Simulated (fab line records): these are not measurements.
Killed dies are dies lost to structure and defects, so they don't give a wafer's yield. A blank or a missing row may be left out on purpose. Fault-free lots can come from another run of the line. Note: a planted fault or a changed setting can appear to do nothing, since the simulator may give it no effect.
fab line records    flow nandHarc    part 2 of 2: steps 5 to 6 of 6
record lots=19  wafers=57  lastDay=33
route steps=1302 shown A_CHANNEL_HOLE_D1@468 A_CHANNEL_HOLE_D2@586 A_CHANNEL_FILL_D2@612
lots with no fault: from the same line, run without faults
startH: start of the lot's first displayed wafer, in hours after the record's first day    waitH: hours from the lot's prior step to this one    " unchanged from the row above    L1.1+2: a row that stands for several wafers    - no value, or no start given    * or withheld: withheld    < > ~ a bound
route shown NAME@n: a module of which the file shows steps, and the number in the route of the first    usual: the fault-free wafers' mean and standard deviation    same: alike in all rows    chamber/n: place in a boat    sites: each site's reading    _std_site: how widely they spread, as a standard deviation    _edge_site: inner sites' mean taken away from outer sites' mean    radiusMm: for every site, how far away it sits from the centre of the wafer    mask NAME#n: copy n    behind: tool/chamber where the wafer was last shaped    hold: reason for holding the lot/hours on hold/outcome of the hold    device: the transistor (n, p or np) that didn't switch    end of line: tests of these same wafers at the route's end    a step given without rows: its recipe and nothing more    killed: not the wafer's yield, but the dies lost to structure and defects at the first sort    map: per-die view of a wafer (x killed, . not killed, _ where there is no die)
set.NAME: setting as actually run; set.NAME@STEP: the setting as run at that earlier step    model.NAME: the simulator's own value behind a step, which no gauge read
a sample of lots followed through the steps of the route, with each step as a table and each wafer as a row
services: the hour from which a tool's chamber was out of use, counted from the record's first day as startH (under 0 if before that day), plus the number of hours and why
## steps
# step NHARC_A_CHANNEL_FILL_D2_ETCHBACK_19
# recipe targetDepthA=50  timeS=1.7  hbrFlowSccm=150  cl2FlowSccm=50  rfW=400  icpW=400  biasW=100  chemistry=HBr/Cl2
# usual biasW=100.0/0.3  drypumpMotorCurrentA=5.8/0.57  oesProductAu=0.999/0.0089  throttleValvePct=26.406/0.0096
lot.wafer  tool      chamber  startH  waitH  biasW  drypumpMotorCurrentA  oesProductAu  rfHoursCounterH  throttleValvePct
L075.2     rieSi-03  1        332.98  0.4    99.6   5.2                   0.987         0.6              26.378
L075.3     "         2        "       "      99.3   5.8                   1.006         0.5              26.395
L075.6     "         2        "       "      99.6   5.8                   0.997         -                26.411
L077.1     rieSi-02  2        350.42  0.4    99.6   5.7                   1.013         0.4              26.413
L077.3     "         0        "       "      100.6  5.2                   0.998         0.4              26.406
L077.6     "         2        "       "      99.6   5.7                   1.016         -                26.421
L078.3     rieSi-02  3        369.30  0.4    99.8   6.4                   0.993         0.3              26.405
L078.4     "         0        "       "      100.4  5.2                   0.985         0.5              26.403
L078.5     "         2        "       "      100.0  5.7                   1.003         -                26.406
L080.3     rieSi-02  3        391.24  0.4    99.8   6.4                   0.996         0.4              26.395
L080.2     "         0        "       "      99.4   5.2                   0.993         0.6              26.413
L080.1     "         1        "       "      100.0  4.7                   1.001         0.7              26.399
L079.4     rieSi-03  3        391.25  0.4    100.0  5.8                   0.987         1.0              26.409
L079.3     "         0        "       "      99.4   6.5                   1.004         0.8              26.411
L079.6     "         1        "       "      100.1  5.2                   0.987         -                26.406
L081.2     rieSi-02  2        399.15  0.4    99.8   5.7                   1.007         0.7              26.411
L081.3     "         3        "       "      100.0  6.4                   0.991         0.5              26.409
L081.6     "         3        "       "      99.9   6.4                   0.994         -                26.415
L082.2     rieSi-01  1        416.70  0.4    100.0  6.0                   1.003         0.3              26.413
L082.3     "         2        "       "      99.3   6.1                   1.003         0.3              26.400
L082.4     "         3        "       "      100.2  5.3                   1.010         0.2              26.428
L083.1     rieSi-03  3        426.89  0.4    100.0  5.8                   0.995         0.1              26.408
L083.3     "         1        "       "      100.2  5.3                   1.000         0.1              26.407
L083.2     "         2        "       "      99.9   5.8                   0.987         0.1              26.407
L084.1     rieSi-01  3        432.77  0.4    99.9   5.2                   1.010         0.4              26.420
L084.2     "         0        "       "      100.5  6.7                   1.001         0.4              26.428
L084.5     "         0        "       "      100.3  6.7                   0.986         -                26.405
L085.1     rieSi-02  3        432.77  0.4    100.2  6.3                   0.988         0.7              26.412
L085.4     "         0        "       "      100.0  5.2                   0.995         0.9              26.421
L085.3     "         2        "       "      99.3   5.7                   0.995         1.0              26.409
L087.2     rieSi-02  0        442.70  0.4    100.0  5.1                   0.995         1.0              26.406
L087.4     "         2        "       "      100.1  5.7                   1.011         1.0              26.406
L087.5     "         0        "       "      99.6   5.2                   1.001         -                26.403
L088.2     rieSi-03  3        471.32  0.4    100.3  5.8                   1.010         0.3              26.402
L088.1     "         0        "       "      99.8   6.5                   1.002         0.4              26.410
L088.6     "         2        "       "      100.3  5.8                   1.011         -                26.401
L089.2     rieSi-02  2        471.35  0.4    100.3  5.7                   1.006         0.0              26.408
L089.6     "         3        "       "      99.7   6.4                   0.998         -                26.417
L089.5     "         0        "       "      99.7   5.2                   0.997         -                26.411
L091.1     rieSi-02  0        499.66  0.4    100.1  5.1                   0.985         0.2              26.399
L091.5     "         3        "       "      99.6   6.4                   1.008         -                26.424
L091.6     "         0        "       "      100.4  5.1                   0.983         -                26.403
L090.2     rieSi-03  0        499.66  0.4    99.9   6.5                   1.003         0.5              26.396
L090.5     "         3        "       "      100.3  5.8                   0.989         -                26.402
L090.6     "         0        "       "      99.9   6.5                   1.011         -                26.406
L092.4     rieSi-03  2        513.05  0.4    99.9   5.8                   1.000         0.6              26.392
L092.2     "         0        "       "      100.3  6.5                   0.989         0.7              26.411
L092.3     "         1        "       "      99.8   5.2                   0.980         0.7              26.408
L093.1     rieSi-01  2        518.09  0.4    100.1  6.1                   0.992         0.9              26.392
L093.4     "         2        "       "      99.6   6.1                   0.996         -                26.389
L093.6     "         3        "       "      100.1  5.3                   1.006         -                26.408
L094.2     rieSi-01  0        528.93  0.4    99.8   6.7                   0.984         0.9              26.401
L094.3     "         2        "       "      99.8   6.1                   0.994         1.0              26.412
L094.6     "         0        "       "      100.0  6.7                   0.991         -                26.405
L097.1     rieSi-03  1        548.68  0.4    100.6  5.3                   0.990         0.9              26.409
L097.2     "         3        "       "      99.6   5.7                   0.997         0.9              26.409
L097.5     "         0        "       "      99.7   6.4                   0.997         -                26.418
# step NHARC_A_CHANNEL_FILL_D2_STRIP_28
# recipe timeS=20  o2FlowSccm=500  arFlowSccm=0  biasW=0  chemistry=O2
# usual drypumpMotorCurrentA=5.9/0.39  mfcArSccm=0.013/0.016  oesProductAu=0.999/0.0092  rfVppV=57.7/0.93  showerheadPlenumPTorr=3.55/0.15  throttleValvePct=17.035/0.0092
# same biasW=0
lot.wafer  tool        chamber  startH  waitH  drypumpMotorCurrentA  mfcArSccm  oesProductAu  rfHoursCounterH  rfVppV  showerheadPlenumPTorr  throttleValvePct
L075.2     rieDiel-08  0        333.21  0.1    6.3                   0.024      1.003         22               56.3    3.46                   17.027
L075.3     "           1        "       "      6.0                   0          1.006         26               57.3    3.46                   17.040
L075.6     "           0        "       "      6.3                   0.024      1.005         -                59.3    3.46                   17.039
L077.1     rieDiel-08  1        350.62  0.1    6.1                   0          1.012         29               57.9    3.46                   17.037
L077.3     "           0        "       "      6.3                   0.024      1.006         24               58.1    3.46                   17.035
L077.6     "           2        "       "      6.1                   0.035      1.002         -                57.4    3.33                   17.049
L078.3     rieDiel-06  3        369.52  0.1    6.0                   0          1.003         2                57.5    3.37                   17.018
L078.4     "           1        "       "      6.5                   0.039      1.017         2                57.5    3.53                   17.031
L078.5     "           3        "       "      6.0                   0          1.014         -                57.9    3.37                   17.038
L079.4     rieDiel-08  3        391.45  0.1    5.8                   0          1.010         1                58.6    3.59                   17.037
L079.3     "           0        "       "      6.3                   0.024      0.997         1                55.9    3.46                   17.044
L079.6     "           1        "       "      6.1                   0          1.008         -                56.6    3.46                   17.023
L080.3     rieDiel-06  3        391.46  0.1    6.0                   0          0.998         2                59.4    3.37                   17.033
L080.2     "           1        "       "      6.5                   0.039      1.006         2                56.9    3.53                   17.032
L080.1     "           2        "       "      5.6                   0          0.997         2                57.3    3.79                   17.036
L081.2     rieDiel-09  3        399.36  0.1    5.9                   0          0.966         2                58.9    3.65                   17.040
L081.3     "           2        "       "      5.4                   0.034      1.007         2                56.7    3.73                   17.034
L081.6     "           0        "       "      6.0                   0          0.986         -                57.9    3.55                   17.034
L082.4     rieDiel-06  1        416.91  0.1    6.5                   0.039      1.012         3                59.1    3.53                   17.036
L082.3     "           2        "       "      5.6                   0          0.990         3                59.3    3.79                   17.036
L082.2     "           0        "       "      5.2                   0.016      0.995         3                56.9    3.31                   17.045
L083.1     rieDiel-06  3        427.10  0.1    6.0                   0          1.003         3                57.1    3.37                   17.033
L083.3     "           0        "       "      5.2                   0.016      1.009         4                57.9    3.31                   17.037
L083.2     "           2        "       "      5.6                   0          1.002         4                59.3    3.79                   17.047
L085.3     rieDiel-08  2        432.99  0.1    6.1                   0.035      0.995         7                58.0    3.33                   17.041
L085.1     "           3        "       "      5.7                   0          1.007         7                57.2    3.59                   17.038
L085.4     "           1        "       "      6.0                   0          1.004         7                57.8    3.46                   17.042
L084.1     rieDiel-09  3        433.00  0.1    6.0                   0          0.983         3                58.7    3.65                   17.044
L084.2     "           0        "       "      6.0                   0          0.997         3                58.1    3.55                   17.048
L084.5     "           2        "       "      5.3                   0.034      1.003         -                58.5    3.73                   17.030
L087.2     rieDiel-09  2        442.94  0.1    5.3                   0.034      1.000         3                58.5    3.73                   17.017
L087.4     "           0        "       "      6.0                   0          0.991         3                57.7    3.55                   17.042
L087.5     "           1        "       "      6.0                   0          0.996         -                57.3    3.61                   17.027
L088.1     rieDiel-06  0        471.53  0.1    5.2                   0.016      1.003         5                57.8    3.31                   17.025
L088.2     "           2        "       "      5.5                   0          0.983         5                57.8    3.79                   17.049
L088.6     "           1        "       "      6.5                   0.039      1.007         -                56.9    3.52                   17.057
L089.2     rieDiel-09  2        471.53  0.1    5.3                   0.034      0.994         4                57.8    3.73                   17.028
L089.6     "           2        "       "      5.3                   0.034      1.002         -                58.4    3.73                   17.037
L089.5     "           3        "       "      5.9                   0          0.975         -                57.3    3.65                   17.033
L091.1     rieDiel-06  0        499.90  0.1    5.2                   0.016      0.984         0                57.0    3.31                   17.023
L091.6     "           1        "       "      6.5                   0.039      0.993         -                57.9    3.52                   17.039
L091.5     "           2        "       "      5.6                   0          0.995         -                59.0    3.79                   17.033
L090.2     rieDiel-06  3        499.93  0.1    6.0                   0          1.006         1                56.8    3.36                   17.047
L090.6     "           1        "       "      6.5                   0.039      0.998         -                56.7    3.52                   17.028
L090.5     "           2        "       "      5.6                   0          0.994         -                57.9    3.79                   17.033
L092.2     rieDiel-06  0        513.26  0.1    5.3                   0.016      0.994         1                57.5    3.31                   17.023
L092.4     "           2        "       "      5.5                   0          0.993         1                58.0    3.79                   17.033
L092.3     "           3        "       "      6.0                   0          1.011         1                56.3    3.36                   17.044
L093.1     rieDiel-09  1        518.39  0.1    6.0                   0          0.998         0                57.5    3.61                   17.027
L093.4     "           0        "       "      6.0                   0          0.994         0                58.4    3.55                   17.036
L093.6     "           1        "       "      6.1                   0          0.998         -                57.5    3.61                   17.038
L094.2     rieDiel-09  2        529.15  0.1    5.3                   0.034      0.998         0                59.5    3.73                   17.031
L094.3     "           3        "       "      5.9                   0          0.995         0                59.6    3.65                   17.038
L094.6     "           2        "       "      5.3                   0.034      0.997         -                59.2    3.73                   17.035
L097.2     rieDiel-06  0        548.93  0.1    5.2                   0.016      0.998         2                56.0    3.31                   17.045
L097.1     "           1        "       "      6.5                   0.039      0.993         2                58.1    3.52                   17.030
L097.5     "           0        "       "      5.2                   0.016      0.989         -                55.7    3.31                   17.035
## services
tool        chamber  startH  hours  kind
aldHk-02    -        170.40  10.0   pm
rieDiel-06  0        212.87  4.9    repair
rieDiel-07  3        225.57  2.3    repair
rieDiel-06  1        227.76  8.0    repair
rieDiel-07  1        248.96  11.9   repair
rieDiel-06  2        254.58  3.1    repair
rieSi-02    -        277.08  9.0    pm
rieDiel-07  -        285.05  0.3    repair
rieDiel-07  -        294.90  9.0    pm
rieDiel-06  1        297.69  22.5   repair
rieDiel-06  -        307.20  9.0    pm
rieDiel-07  0        314.04  8.0    repair
rieDiel-06  3        318.37  5.9    repair
rieDiel-07  3        324.45  5.9    repair
rieSi-02    3        336.47  7.7    repair
rieDiel-07  2        370.22  1.8    repair
rieDiel-06  0        381.22  10.5   repair
rieDiel-06  1        432.20  5.6    repair
rieSi-02    -        454.08  9.0    pm
rieDiel-07  -        471.90  9.0    pm
rieDiel-06  -        484.20  9.0    pm
rieDiel-07  1        496.32  6.1    repair
rieDiel-06  -        511.38  1.2    repair
aldHk-02    -        527.03  10.0   pm
